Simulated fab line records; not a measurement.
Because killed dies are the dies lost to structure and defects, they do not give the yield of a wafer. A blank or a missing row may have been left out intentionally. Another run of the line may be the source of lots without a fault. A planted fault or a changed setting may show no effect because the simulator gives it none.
A lot that was struck, set against a sound lot || flow nand harc || 15 steps out of a route of 1159
Sound: wafers L473.3, L473.4, L473.5. Wafers struck: L484.3, L484.4, L484.5. The cause comes at the end.
For every step that has rows: the tool of each side, followed by ch and its chambers, followed by its first start. Under that, the readings that differ: sound wafers || struck wafers || difference of the means || sigmas: that difference in standard deviations of wafers without a fault.
alike: words and numbers the same on both sides, and readings whose means are apart by under 2 such deviations; not compared: readings that were withheld, readings missing a value for some wafer, numbers with overlapping values and no deviation given by the record, and bounds like >300 which may hide the same value.
A row with sigmas, a row that says differs or no value, or rows on one side alone: a step with any of these is where the two part. Numbers that have no deviation but don't overlap get no sigmas and don't part them. Lack of a reading on every wafer of one side parts them only where that side has two or more wafers.

NHARC_A_CONTACT_DESCUM_47: chemistry O2, time 3 s.
  sound on rie diel-04 ch 2,3, day 19 19:01; struck on rie diel-04 ch 0,2,3, day 21 14:14
  alike: drypump motor current A, oes product au, rf vpp V, showerhead plenum p Torr, throttle valve pct
  not compared: rf hours counter h
NHARC_A_CONTACT_ETCH_48: etches the open film in CF4, target depth 39 nm, time 65 s.
  sound on rie diel-04 ch 0,1,2, day 19 19:07; struck on rie diel-04 ch 0,2,3, day 21 14:19
  alike: bias w, cf4 flow sccm, drypump motor current A, oes product au, rf vpp V, showerhead plenum p Torr, throttle valve pct
  not compared: rf hours counter h
then, 2 steps without rows for these wafers: NHARC_A_CONTACT_ETCH_49 (etches the open film in N2/H2, target depth 260 nm, time 475.3 s); NHARC_A_CONTACT_ETCH_50 (etches the open film in CF4/CHF3, target depth 84.7 nm, time 42.4 s).
NHARC_A_CONTACT_ETCH_51: etches the open film in O2/COS, target depth 3600 nm, time 936 s.
  sound: rie diel-04 ch 1,2,3; struck: rie diel-04 ch 0,1,2
  alike: bias w, chamber pressure mTorr, drypump motor current A, oes product au, rf vpp V, showerhead plenum p Torr, throttle valve pct
  not compared: rf hours counter h
then, 2 steps without rows for these wafers: NHARC_A_CONTACT_ETCH_111 (etches the open film in C4F8/O2/Ar, time 140 s, target depth 700 nm); NHARC_A_CONTACT_ETCH_112 (etches the open film in C4F8/O2/Ar, time 94 s, target depth 922 nm).
NHARC_A_CONTACT_ETCH_113: etches the open film in C4F8/O2/Ar, time 94 s, target depth 922 nm.
  sound on har cap etch-03 ch 0,1, day 19 20:35; struck on har cap etch-02 ch 0,1, day 21 15:49
  alike: chamber pressure mTorr, oes air line au
  not compared: rf hours counter h
NHARC_A_CONTACT_ETCH_114: etches the open film in C4F8/O2/Ar, time 94 s, target depth 922 nm.
  sound on har cap etch-03 ch 0,1, day 19 20:41; struck on har cap etch-02 ch 0,1, day 21 15:54
  alike: chamber pressure mTorr, oes air line au
  not compared: rf hours counter h
then, 3 steps without rows for these wafers: NHARC_A_CONTACT_ETCH_115 (etches the open film in C4F8/O2/Ar, time 94 s, target depth 922 nm); NHARC_A_CONTACT_ETCH_116 (etches the open film in C4F8/O2/Ar, time 94 s, target depth 922 nm); NHARC_A_CONTACT_ETCH_117 (etches the open film in C4F8/O2/Ar, time 94 s, target depth 922 nm).
NHARC_A_CONTACT_ETCH_118: etches the open film in C4F8/O2/Ar, time 94 s, target depth 922 nm.
  sound on har cap etch-03 ch 0,1, day 19 21:02; struck on har cap etch-02 ch 0,1, day 21 16:16
  no value came back on the struck wafers for chamber pressure mTorr (mTorr), oes air line au (a.u.); on the sound wafers chamber pressure mTorr (mTorr) reads 19.971 19.999 20.020
  not compared: rf hours counter h
then, 1 step without rows for these wafers: NHARC_A_CONTACT_ETCH_119 (etches the open film in C4F8/O2/Ar, time 94 s, target depth 922 nm).
-- break in the record here, with 5 days between the starts of the struck wafers on either side (left off in module A_CONTACT, picked up again in module END, where the first step shown is number 1159 on the route) --
NHARC_END_SORT_01:
  sound on prober-02 ch 0, day 25 09:41; struck on prober-02 ch 0, day 26 16:54
{"reading": "hold", "sound": "- - -", "struck": "await dispo/1.1h/scrap await dispo/1.1h/scrap await dispo/1.1h/scrap", "difference": "no value on the sound wafers", "sigmas": ""}
{"reading": "killed at array", "sound": "13 11 9", "struck": "676 673 673", "difference": "+663", "sigmas": "+60"}
{"reading": "killed dies", "sound": "14 14 10", "struck": "677 677 677", "difference": "+664", "sigmas": "+55"}
  alike: killed at other, killed at periphery, killed open, killed short

== WHERE THEY PART ==
Last at NHARC_END_SORT_01 as far as this record goes, first at NHARC_A_CONTACT_ETCH_118.

WHY: what the simulator had put in
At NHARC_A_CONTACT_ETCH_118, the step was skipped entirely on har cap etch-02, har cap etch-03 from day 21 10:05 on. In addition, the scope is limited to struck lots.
